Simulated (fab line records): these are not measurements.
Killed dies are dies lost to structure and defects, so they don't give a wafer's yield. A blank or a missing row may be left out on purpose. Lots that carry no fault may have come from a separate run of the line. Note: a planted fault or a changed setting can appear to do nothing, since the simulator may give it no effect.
fab line records + flow n5_finfet
record:
- lots: 3
- wafers: 9
- last_day: 17
route steps=1938 shown BEOL_M0_SAQP@693 BEOL_M0_CUTY@701 BEOL_M0@715 BEOL_M4@1111 PASSIVATION@1936
lots untouched by any fault: they come from a run of this same line in which no faults occurred
start_h: hours from the record's first day to the start of the lot's first wafer shown + wait_h: hours since the lot's step before + " same as the row above + L1.1+2: several wafers, shown together as one row + - no value present, or no start provided + * or withheld: withheld + < > ~ a bound
route shown NAME@n: NAME is a module with steps in the file, n the number in the route of the first one + usual: mean/standard deviation of fault-free wafers + same: alike in all rows + chamber/n: place in a boat + sites: per-site readings + _std_site: standard deviation across them + _edge_site: mean of outer sites minus mean of inner sites + radius_mm: how far each site lies from the wafer's centre + mask NAME#n: copy n + behind: the tool/chamber that last shaped the wafer + hold: why the lot was held/for how many hours/how that ended + device: names the non-switching transistor (n, p or np) + end of line: at the end of the route, the tests of the same wafers + a step given without rows: its recipe and nothing more + killed: dies lost to structure and defects at the first sort, not the wafer's yield + map: shows each die of a wafer: x if killed, . if not, _ if none is there
set.NAME: the setting as run; set.NAME@STEP: as run at that earlier step + model.NAME: the simulator's own value behind a step, which no gauge read
a table for each step, a row for each wafer; lots at some steps of the route
services: when a tool's chamber went out of use (start_h, in hours from the record's first day, below 0 if earlier), for how many hours, and the reason
== steps ==
step: N5_BEOL_M0_SAQP_ETCH_88
recipe:
- chemistry: N2/H2
- target: underlayer
- target_depth_a: 65
- time_s: 5.2
- ion_energy_ev: 200
- mask_material: CAR-EUV
- pressure_mtorr: 30
- source_w: 840
- bias_w: 150
- n2_flow_sccm: 200
- h2_flow_sccm: 200
- ends: cleared
step: N5_BEOL_M0_SAQP_ETCH_73
recipe:
- chemistry: CF4
- target: SiARC
- target_depth_a: 195
- mask_material: CAR-EUV
- time_s: 32.5
- ion_energy_ev: 80
- pressure_mtorr: 40
- source_w: 545
- bias_w: 36
- Ar_flow_sccm: 100
- cf4_flow_sccm: 100
- ends: cleared
step: N5_BEOL_M0_SAQP_CUT_ETCH_46
recipe:
- chemistry: N2/H2
- target: SOC
- target_depth_a: 1350
- overetch_a: 270
- temp_c: 40
- time_s: 202.5
- ion_energy_ev: 200
- mask_material: SiARC
- pressure_mtorr: 30
- source_w: 840
- bias_w: 150
- n2_flow_sccm: 200
- h2_flow_sccm: 200
step: N5_BEOL_M0_SAQP_STRIP_74
recipe:
- chemistry: N2/H2
- temp_c: 40
- n2_flow_sccm: 200
- h2_flow_sccm: 200
- rf_frequency_hz: 6e+07
step: N5_BEOL_M0_SAQP_STRIP_89
recipe:
- chemistry: N2/H2
- temp_c: 40
- n2_flow_sccm: 200
- h2_flow_sccm: 200
- rf_frequency_hz: 6e+07
step: N5_BEOL_M0_SAQP_ALD_48
recipe:
- material: SiO2
- target_thk_a: 200
- temp_c: 100
- ald_precursor_family: BDEAS
- ald_co_reactant: O2-plasma
- pulse_time_s: 1
- co_reactant_pulse_time_s: 1
- purge_time_s: 2
- co_reactant_purge_time_s: 2
- ald_cycles: 139
- pressure_torr: 2
step: N5_BEOL_M0_SAQP_ETCH_49
recipe:
- chemistry: CF4/O2
- target_depth_a: 370
- target: SiO2
- pressure_mtorr: 40
- source_w: 535
- bias_w: 49
- Ar_flow_sccm: 100
- cf4_flow_sccm: 100
- O2_flow_sccm: 10
- ion_energy_ev: 100
step: N5_BEOL_M0_SAQP_STRIP_75
recipe:
- chemistry: CF4
- resist: SiARC
- power_w: 300
- bias_power_w: 75
- pressure_mtorr: 50
- cf4_flow_sccm: 150
- rf_frequency_hz: 6e+07
step: N5_BEOL_M0_CUTY_COAT_50
recipe:
- resist: SiARC
- temp_c: 220
- time_s: 60
- spin_rpm: 1500
- resist_thk_nm: 15
step: N5_BEOL_M0_CUTY_COAT_51
recipe:
- resist: CAR-ArF-block
- spin_rpm: 1500
- resist_thk_nm: 150
step: N5_BEOL_M0_CUTY_EBR_52
recipe:
- solvent: PGMEA
- ebr_width_mm: 1.5
step: N5_BEOL_M0_CUTY_SOFTBAKE_53
recipe:
- temp_c: 110
- time_s: 60
- resist: CAR-ArF-block
step: N5_BEOL_M0_CUTY_EXPOSE_54
recipe:
- mask_id: M0_ABLK
- na: 1.35
- source_shape: conventional
- sigma_outer: 0.8
- polarization: unpolarized
- dose_mj: 36
| lot.wafer  | tool            | chamber | start_h | wait_h | mask      |
|------------|-----------------|---------|---------|--------|-----------|
| L955.1+3+4 | arfi_scanner-02 | 0       | 129.67  | -      | M0_ABLK#0 |
| L966.1+2+3 | arfi_scanner-03 | 0       | 195.33  | -      | M0_ABLK#0 |
| L976.1+2+5 | arfi_scanner-03 | 0       | 252.12  | -      | M0_ABLK#0 |
step: N5_BEOL_M0_CUTY_PEB_55
recipe:
- peb_temp_c: 110
- peb_time_s: 60
- resist: CAR-ArF-block
step: N5_BEOL_M0_CUTY_DEVELOP_56
recipe:
- develop_time_s: 30
- developer: TMAH
- resist: CAR-ArF-block
- rinse_liquid: diw
- dry: air_spin
- dev_temp_c: 23
step: N5_BEOL_M0_CUTY_CD_MEAS_57
recipe:
- target_cd_nm: 200
- landing_energy_ev: 500
- detector: se_inlens
- polarity: line
usual:
- cd_nm: 200.0/1
| lot.wafer | tool      | chamber | start_h | wait_h | cd_nm |
|-----------|-----------|---------|---------|--------|-------|
| L955.1    | cd_sem-01 | 0       | 129.79  | -      | 200.7 |
| L955.3    | "         | 0       | "       | "      | 201.9 |
| L955.4    | "         | 0       | "       | "      | 199.7 |
| L966.1    | cd_sem-03 | 0       | 195.46  | -      | 200.1 |
| L966.2    | "         | 0       | "       | "      | 199.6 |
| L966.3    | "         | 0       | "       | "      | 201.2 |
| L976.1    | cd_sem-03 | 0       | 252.25  | -      | 146.4 |
| L976.2    | "         | 0       | "       | "      | 201.1 |
| L976.5    | "         | 0       | "       | "      | 200.1 |
step: N5_BEOL_M0_CUTY_DESCUM_61
recipe:
- chemistry: O2
- time_s: 7.9
- source_power_w: 50
- bias_power_w: 20
- pressure_mtorr: 20
- rf_frequency_hz: 2.712e+07
- temp_c: 40
- resist: CAR-ArF-block
- o2_flow_sccm: 225
step: N5_BEOL_M0_CUTY_ETCH_62
recipe:
- chemistry: CF4
- target: SiARC
- mask_material: CAR-ArF-block
- time_s: 58.5
- ion_energy_ev: 80
- pressure_mtorr: 40
- source_w: 545
- bias_w: 36
- Ar_flow_sccm: 100
- cf4_flow_sccm: 100
- ends: cleared
step: N5_BEOL_M0_CUTY_ETCH_63
recipe:
- chemistry: N2/H2
- target: SOC
- target_depth_a: 827
- overetch_a: 165
- mask_material: SiARC
- temp_c: 40
- ion_energy_ev: 200
- time_s: 124
- pressure_mtorr: 30
- source_w: 840
- bias_w: 150
- n2_flow_sccm: 200
- h2_flow_sccm: 200
step: N5_BEOL_M0_CUTY_STRIP_64
recipe:
- chemistry: N2/H2
- temp_c: 40
- n2_flow_sccm: 200
- h2_flow_sccm: 200
- rf_frequency_hz: 6e+07
step: N5_BEOL_M0_ETCH_138
recipe:
- chemistry: CH3F/O2
- target_depth_a: 120
- target: SiCN
- time_s: 31.6
- ion_energy_ev: 120
- pressure_mtorr: 30
- source_w: 395
- bias_w: 75
- Ar_flow_sccm: 150
- CH3F_flow_sccm: 30
- O2_flow_sccm: 20
- ends: cleared
step: N5_BEOL_M0_HM_OPEN_105
recipe:
- chemistry: Cl2/BCl3
- target_depth_a: 120
- target: TiN
- ion_energy_ev: 150
- pressure_mtorr: 10
- icp_w: 1000
- bias_w: 126
- Cl2_flow_sccm: 53.25
- bcl3_flow_sccm: 21.75
- Ar_flow_sccm: 25
step: N5_BEOL_M0_STRIP_140
recipe:
- chemistry: CF4
- resist: SiARC
- power_w: 300
- bias_power_w: 75
- pressure_mtorr: 50
- cf4_flow_sccm: 150
- rf_frequency_hz: 6e+07
step: N5_BEOL_M0_STRIP_104
recipe:
- chemistry: N2/H2
- power_w: 450
- temp_c: 40
- pressure_mtorr: 20
- rf_frequency_hz: 6e+07
- overash_fraction: 0.3
- bias_power_w: 7
- h2_frac: 0.5
- n2_flow_sccm: 200
- h2_flow_sccm: 200
step: N5_BEOL_M0_WET_ETCH_106
recipe:
- chemistry: DHF
- dilution: 10:1
- temp_c: 25
- target: SiO2
- target_depth_a: 1300
- dry: ipa_marangoni
- rinse_time_s: 30
- rinse_temp_c: 23
step: N5_BEOL_M0_ETCH_128
recipe:
- chemistry: CF4/N2
- target_depth_a: 120
- overetch_a: 51
- target: SiCN
- time_s: 21.4
- ion_energy_ev: 150
- pressure_mtorr: 40
- source_w: 430
- bias_w: 70
- Ar_flow_sccm: 100
- cf4_flow_sccm: 60
- n2_flow_sccm: 60
step: N5_BEOL_M0_TRENCH_ETCH_107
recipe:
- chemistry: C4F6/O2
- target_depth_a: 328
- target: SiOC
- time_s: 16.4
- ion_energy_ev: 250
- pressure_mtorr: 30
- source_w: 355
- bias_w: 185
- Ar_flow_sccm: 300
- C4F6_flow_sccm: 10
- O2_flow_sccm: 10
step: N5_BEOL_M0_STRIP_142
recipe:
- chemistry: N2/H2
- time_s: 10
- power_w: 450
- temp_c: 40
- pressure_mtorr: 20
- rf_frequency_hz: 6e+07
- bias_power_w: 7
- n2_flow_sccm: 200
- h2_flow_sccm: 200
step: N5_BEOL_M0_HM_STRIP_129
recipe:
- chemistry: peroxide_tin_strip
- material: TiN
- target_depth_a: 170
- temp_c: 50
- time_s: 108
step: N5_BEOL_M0_SRD_130
recipe:
- time_s: 30
- temp_c: 23
- rinse_liquid: diw
- dry: ipa_marangoni
step: N5_BEOL_M0_ETCH_109
recipe:
- chemistry: CH3F/O2
- target_depth_a: 80
- overetch_a: 24
- target: SiCN
- time_s: 27.4
- ion_energy_ev: 120
- pressure_mtorr: 30
- source_w: 395
- bias_w: 75
- Ar_flow_sccm: 150
- CH3F_flow_sccm: 30
- O2_flow_sccm: 20
step: N5_BEOL_M0_STRIP_139
recipe:
- chemistry: post_etch_residue_remover
- time_s: 60
- temp_c: 25
- remover_ph: withheld
- remover_water_wt_pct: withheld
- remover_fluoride_wt_pct: withheld
step: N5_BEOL_M0_SRD_111
recipe:
- time_s: 30
- temp_c: 23
- rinse_liquid: diw
- dry: ipa_marangoni
step: N5_BEOL_M0_DEGAS_112
recipe:
- ambient: vacuum
- temp_c: 250
- time_s: 60
step: N5_BEOL_M0_PRE_CLEAN_113
recipe:
- gas: H2/He
- time_s: 30
- temp_c: 250
step: N5_BEOL_M0_ALD_136
recipe:
- material: TaN
- target_thk_a: *
- temp_c: 275
- ald_precursor_family: PDMAT
- ald_co_reactant: NH3
- pressure_torr: 3
- carrier_flow_sccm: 1500
- pulse_time_s: 2
- purge_time_s: 3
- co_reactant_purge_time_s: 2
- co_reactant_pulse_time_s: 3
- ald_cycles: 30
- precursor_vessel_temp_c: 75
- precursor_vessel_pressure_torr: 26.25
- precursor_vessel_carrier_sccm: 1000
step: N5_BEOL_M0_SURFACE_TREAT_137
recipe:
- gas: Ar
- time_s: *
- ion_energy_ev: *
- ion_current_ma_cm2: 0.5
- pressure_mtorr: *
- ar_flow_sccm: 30
step: N5_BEOL_M0_CVD_115
recipe:
- material: Co
- target_thk_a: *
- temp_c: withheld
- precursor: CCTBA/H2
- pressure_torr: 30
- time_s: 120
step: N5_BEOL_M0_SPUTTER_116
recipe:
- material: Cu
- target_thk_a: 40
- temp_c: -20
- chamber_pressure_pa: 0.07
- power_w: withheld
- time_s: 7.37
step: N5_BEOL_M4_RC_MEAS_101
usual:
- DIBL_N: 36.6/2.1
- DIBL_P: 36.3/2.2
- IOFF_N: 0.16/0.036
- IOFF_P: 0.21/0.038
- ION_N: 671/12
- ION_P: 460/7.5
- SS_N: 71.8/0.72
- SS_P: 73.3/0.72
- VT_N: 250/3.2
- VT_P: -250/3.5
| lot.wafer | tool      | chamber | start_h | wait_h | DIBL_N[mV/V] | DIBL_P[mV/V] | IOFF_N[nA/um] | IOFF_P[nA/um] | ION_N[uA/um] | ION_P[uA/um] | SS_N[mV/dec] | SS_P[mV/dec] | VT_N[mV] | VT_P[mV] |
|-----------|-----------|---------|---------|--------|--------------|--------------|---------------|---------------|--------------|--------------|--------------|--------------|----------|----------|
| L955.1    | prober-02 | 0       | 179.56  | 0.0    | 36.6         | 37.0         | 0.21          | 0.24          | 671          | 463          | 72.2         | 73.3         | 247      | -249     |
| L955.3    | "         | 0       | "       | "      | 38.1         | 39.9         | 0.23          | 0.27          | 697          | 474          | 72.4         | 74.4         | 244      | -246     |
| L955.4    | "         | 0       | "       | "      | 37.8         | 38.3         | 0.22          | 0.25          | 674          | 459          | 72.4         | 73.5         | 247      | -248     |
| L966.1    | prober-01 | 0       | 242.26  | 0.0    | 39.2         | 36.8         | 0.17          | 0.20          | 663          | 453          | 73.3         | 73.4         | 252      | -252     |
| L966.2    | "         | 0       | "       | "      | 38.7         | 36.8         | 0.17          | 0.21          | 664          | 460          | 72.5         | 73.7         | 249      | -250     |
| L966.3    | "         | 0       | "       | "      | 41.4         | 39.9         | 0.22          | 0.25          | 666          | 454          | 73.0         | 75.0         | 248      | -248     |
| L976.2    | prober-02 | 0       | 300.11  | 0.2    | 34.7         | 33.6         | 0.14          | 0.20          | 670          | 467          | 71.4         | 73.4         | 250      | -249     |
| L976.5    | "         | 0       | "       | "      | 33.6         | 32.9         | 0.12          | 0.19          | 658          | 463          | 70.4         | 73.4         | 255      | -250     |
step: N5_PASSIVATION_PROBE_49
usual:
- defect_limited_yield: 91.1/1.4
- killed_at_M0_to_M3: 33/9.1
- killed_at_M4_up: 14/5.6
- killed_at_contacts: 13/5.7
- killed_at_front_end: 42/12
- killed_at_other: 4/3
- killed_dies: 105/16
- killed_on_rim: 13/4
- killed_open: 69/11
- killed_short: 34/7.5
- sort_bin_5_function: 5.2/0.91
- sort_bin_6_memory: 3.3/0.64
- sort_n_pass: 1075/16
- sort_yield_pct: 91.1/1.4
same:
- gross_dies: 1180
- killed_at_back_side: 0
- sort_bin_4_leakage[%]: 0
- sort_bin_8_speed[%]: 0
| lot.wafer | tool      | chamber | start_h | wait_h | defect_limited_yield[%] | killed_at_M0_to_M3 | killed_at_M4_up | killed_at_contacts | killed_at_front_end | killed_at_other | killed_dies | killed_on_rim | killed_open | killed_short | sort_bin_5_function[%] | sort_bin_6_memory[%] | sort_n_pass | sort_yield_pct[%] |
|-----------|-----------|---------|---------|--------|-------------------------|--------------------|-----------------|--------------------|---------------------|-----------------|-------------|---------------|-------------|--------------|------------------------|----------------------|-------------|-------------------|
| L976.1    | prober-01 | -       | 410.64  | 0.0    | 0.2                     | 1086               | 5               | 10                 | 66                  | 11              | 1178        | 151           | 74          | 47           | 96.4                   | 3.0                  | 2           | 0.2               |
killed by level:class
L976.1 BEOL_M0_CUTY:area_expose=1056 FIN_SAQP:geometric_particle:open=16 FIN_SAQP:geometric_particle:short=15 STI_FIN_REVEAL:geometric_particle:open=9 DUMMY_GATE:geometric_particle:open=8 BEOL_M0_SAQP:geometric_particle:short=8 MOL_CONTACT_COAG:geometric_particle:open=7 BEOL_M2:geometric_particle:open=6
map L976.1 (x killed, . not)
_________________xxxxxxxxxxxx________________
______________xxxxxxxxxxxxxxxxxx_____________
___________xxxxxxxxxxxxxxxxxxxxxxxx__________
__________xxxxxxxxxxxxxxxxxxxxxxxxxx_________
________xxxxxxxxxxxxxxxxxxxxxxxxxxxxxx_______
_______xxxxxxxxxxxxxxxxxxxxxxxxxxxxxxxx______
______xxxxxxxxxxxxxxxxxxxxxxxxxxxxxxxxxx_____
_____xxxxxxxxxxxxxxxxxxxxxxxxxxxxxxxxxxxx____
____xxxxxxxxxxxxxxxxxxxxxxxxxxxxxxxxxxxxxx___
___xxxxxxxxxxxxxxxxxxxxxxxxxxxxxxxxxxxxxxxx__
___xxxxxxxxxxxxxxxxxxxxxxxxxxxxxxxxxxxxxxxx__
__xxxxxxxxxxxxxxxxxxxxxxxxxxxxxxxxxxxxxxxxxx_
__xxxxxxxxxxxxxxxxxxxxxxxxxxxxxxxxxxxxxxxxxx_
_xxxxxxxxxxxxxxxxxxxxxxxxxxxxxxxxxxxxxxxxxxxx
_xxxxxxxxxxxxxxxxxxxxxxxxxxxxxxxxxxxxxxxxxxxx
_xxxxxxxxxxxxxxxxxxxxxxxxxxxxxxxxxxxxxxxxxxxx
_xxxxxxxxxxxxxxxxxxxxxxxxxxxxxxxxxxxxxxxxxxxx
_xxxxxxxxxxxxxxxxxxxxxxx.xxxxxxxxxxxxxxxxxxxx
_xxxxxxxxxxxxxxxxxxxxxxxxxxxxxxxxxxxxxxxxxxxx
_xxxxxxxxxxxxxxxxxxxxxxxxxxxxxxxxxxxxxxxxxxxx
_xxxxxxxxxxxxxxxxxxxxxxxxxxxxxxxxxxxxxxxxxxxx
__xxxxxxxxxxxxxxxxxxxxxxxxxxxxxxxxxxxxxxxxxx_
__xxxxxxxxxxxxxxxxxxxxxxxxxxxxxxxxxxxxxxxxxx_
___xxxxxxxxxxxxxxxxxxxxxxxxxxxxxxxxxxxxxxxx__
___xxxxxxxxxxxxxxxxxxxxxxxxxxxxxxxxxxxxxxx.__
____xxxxxxxxxxxxxxxxxxxxxxxxxxxxxxxxxxxxxx___
_____xxxxxxxxxxxxxxxxxxxxxxxxxxxxxxxxxxxx____
______xxxxxxxxxxxxxxxxxxxxxxxxxxxxxxxxxx_____
_______xxxxxxxxxxxxxxxxxxxxxxxxxxxxxxxx______
________xxxxxxxxxxxxxxxxxxxxxxxxxxxxxx_______
__________xxxxxxxxxxxxxxxxxxxxxxxxxx_________
___________xxxxxxxxxxxxxxxxxxxxxxxx__________
______________xxxxxxxxxxxxxxxxxx_____________
_________________xxxxxxxxxxxx________________
map L966.1 (x killed, . not)
_________________.......x...x________________
______________..x..............._____________
___________...................x..x.__________
__________........x......xx........._________
________......x..................x...._______
_______.........x..........x...........______
______.......x....x..x.................._____
_____....................................____
____.........................xx..........x___
___......x.......................x.........__
___.....x........................xx......x.__
__.....x........x.....x.................x..._
__...........x............x............x...._
_........x......x....xx........x.............
_.......x..............................x.....
_....x.............x..x......x.x..........x..
_........x..xx..x.............x..............
_................xxx...x............x........
_x.............x.................x...........
_.............................x....x..x......
_...x........................................
__.............................x...........x_
__..............................x..........._
___......xx..................x.....x..x....__
___..................................x.....__
____..x..........................x........___
_____.....x.......x.................x....____
______...xx.......x...................x._____
_______........x.x....x................______
________..................x..........._______
__________xx................x......._________
___________.x..............x.....x.__________
______________.............x...._____________
_________________............________________
== services ==
| tool            | chamber | start_h | hours | kind        |
|-----------------|---------|---------|-------|-------------|
| arfi_scanner-03 | -       | 114.95  | 5.2   | repair      |
| arfi_scanner-02 | 0       | 118.73  | -     | calibration |
| arfi_scanner-03 | -       | 120.20  | 0.8   | pm          |
| arfi_scanner-02 | -       | 122.99  | 0.8   | pm          |
| arfi_scanner-03 | -       | 129.49  | 1.0   | pm          |
| arfi_scanner-02 | -       | 140.93  | 1.6   | repair      |
| arfi_scanner-02 | -       | 147.50  | 1.0   | pm          |
| arfi_scanner-03 | -       | 156.61  | 1.3   | pm          |
| arfi_scanner-03 | -       | 174.39  | 3.9   | pm          |
| arfi_scanner-02 | -       | 203.55  | 1.3   | pm          |
| arfi_scanner-02 | -       | 204.85  | 4.9   | pm          |
| arfi_scanner-03 | -       | 208.00  | 1.0   | pm          |
| arfi_scanner-03 | -       | 235.62  | 4.9   | pm          |
| arfi_scanner-02 | -       | 237.65  | 1.0   | pm          |
| arfi_scanner-02 | -       | 249.06  | 3.6   | repair      |
== key ==
first_sign:
- step: N5_BEOL_M0_CUTY_CD_MEAS_57
- reading: cd_nm
- direction: down
- sigmas: 53
- usual: 200.0
- struck: 146.4
effect:
- step: N5_PASSIVATION_PROBE_49
- reading: killed_at_M0_to_M3
- direction: up
- sigmas: 99+
- usual: 33
- struck: 1086
more_kills_born_at:
- N5_BEOL_M0_CUTY_EXPOSE_54@arfi_scanner-03: 1056
met_at N5_BEOL_M0_CUTY_EXPOSE_54
struck_wafers L976.1
later_rows_left_out L976.1
onset_between 195.33 252.12
fault:
- kind: process_parameter_drift
- tool: arfi_scanner-03
- chamber: -
- onset_h: 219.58
- steps: N5_BEOL_M0_CUTY_EXPOSE_54
- channel: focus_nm
- offset: 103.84
- shape: step
- end_h: 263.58
- scope: struck_wafers_only
later_rows_left_out: the simulator's readings of these wafers behind a module that went badly wrong aren't trusted and aren't shown, but for the sort
